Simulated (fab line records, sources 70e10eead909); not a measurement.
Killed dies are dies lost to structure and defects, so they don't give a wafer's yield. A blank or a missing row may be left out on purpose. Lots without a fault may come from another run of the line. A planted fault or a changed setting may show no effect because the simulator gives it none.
Tool commonality check | flow nand_harc | 5 lots, 15 wafers sampled

WHY IT WAS OPENED
At NHARC_END_SORT_01 the reading killed_at_periphery is flagged on 1 of 5 lots. Wafers without a fault read 3.9, standard deviation 2.7.
Rule: a lot is flagged when every wafer of it that has a number lies more than 4 standard deviations from that mean, or none has a number. The other lots count as sound.

lot  | measured     | on        | killed_at_periphery, wafer by wafer | flag
L641 | day 24 14:31 | prober-01 | 0 1 1                               |
L642 | day 25 10:02 | prober-01 | 6 5 3                               |
L645 | day 25 22:12 | prober-01 | 0 5 1                               |
L650 | day 28 06:49 | prober-02 | 6 5 5                               |
L651 | day 29 00:11 | prober-02 | 634 634 643                         | FLAGGED
The numbers of the flagged lots are 637.0 on average: +633.1 against the usual, or +99 or more standard deviations.

WHICH TOOL RAN EACH LOT
The record holds 2 process steps before the reading, out of a route of 1302 steps. In each cell: the tool, then ch and the chambers that the sampled wafers went through, then the start.
lot  | flag    | NHARC_P_ZERO_WELL_EXPOSE_34      | NHARC_P_STI_ETCH_15
L641 |         | krf_scanner-03 ch 0, day 1 23:58 | rie_si-05 ch 0,2, day 2 20:56
L642 |         | krf_scanner-03 ch 0, day 2 09:42 | rie_si-05 ch 0,1,3, day 3 08:44
L645 |         | krf_scanner-03 ch 0, day 3 16:01 | rie_si-02 ch 1,2, day 4 14:02
L650 |         | krf_scanner-01 ch 0, day 5 17:50 | rie_si-03 ch 0,3, day 6 19:57
L651 | FLAGGED | krf_scanner-01 ch 0, day 6 03:57 | no row
What these steps do:
- NHARC_P_ZERO_WELL_EXPOSE_34: exposes mask P PWELL, target cd 720 nm.
- NHARC_P_STI_ETCH_15: etches the open film in HBr/Cl2, target depth 300 nm, time 100.1 s.
- NHARC_END_SORT_01

FLAGGED OVER TOTAL, TOOL BY TOOL (the gauges that took the reading come last)
step                        | tool           | lots run | flagged | share of the flagged lots | sound lots run after its first flagged lot
NHARC_P_ZERO_WELL_EXPOSE_34 | krf_scanner-01 | 2        | 1       | all                       | 0
NHARC_P_ZERO_WELL_EXPOSE_34 | krf_scanner-03 | 3        | 0       | none                      | -
NHARC_P_STI_ETCH_15         | rie_si-02      | 1        | 0       | none                      | -
NHARC_P_STI_ETCH_15         | rie_si-03      | 1        | 0       | none                      | -
NHARC_P_STI_ETCH_15         | rie_si-05      | 2        | 0       | none                      | -
NHARC_END_SORT_01           | prober-01      | 3        | 0       | none                      | -
NHARC_END_SORT_01           | prober-02      | 2        | 1       | all                       | 0

WHAT THE TABLE ALLOWS
2 rows of the table ran every flagged lot: krf_scanner-01 at NHARC_P_ZERO_WELL_EXPOSE_34, prober-02 at NHARC_END_SORT_01.
- krf_scanner-01 at NHARC_P_ZERO_WELL_EXPOSE_34: 1 of its 2 lots flagged. Its last sound lot is L650 (day 5 17:50), its first flagged lot L651 (day 6 03:57): a fault that began between those two fits.
- prober-02 at NHARC_END_SORT_01: 1 of its 2 lots flagged. Its last sound lot is L650 (day 28 06:49), its first flagged lot L651 (day 29 00:11): a fault that began between those two fits.
Counting lots can't tell these 2 tools apart, because each fits a fault that began at some hour. More lots, or a look at what each step does to the wafer, might.

WHAT THE SIMULATOR HAD PUT IN
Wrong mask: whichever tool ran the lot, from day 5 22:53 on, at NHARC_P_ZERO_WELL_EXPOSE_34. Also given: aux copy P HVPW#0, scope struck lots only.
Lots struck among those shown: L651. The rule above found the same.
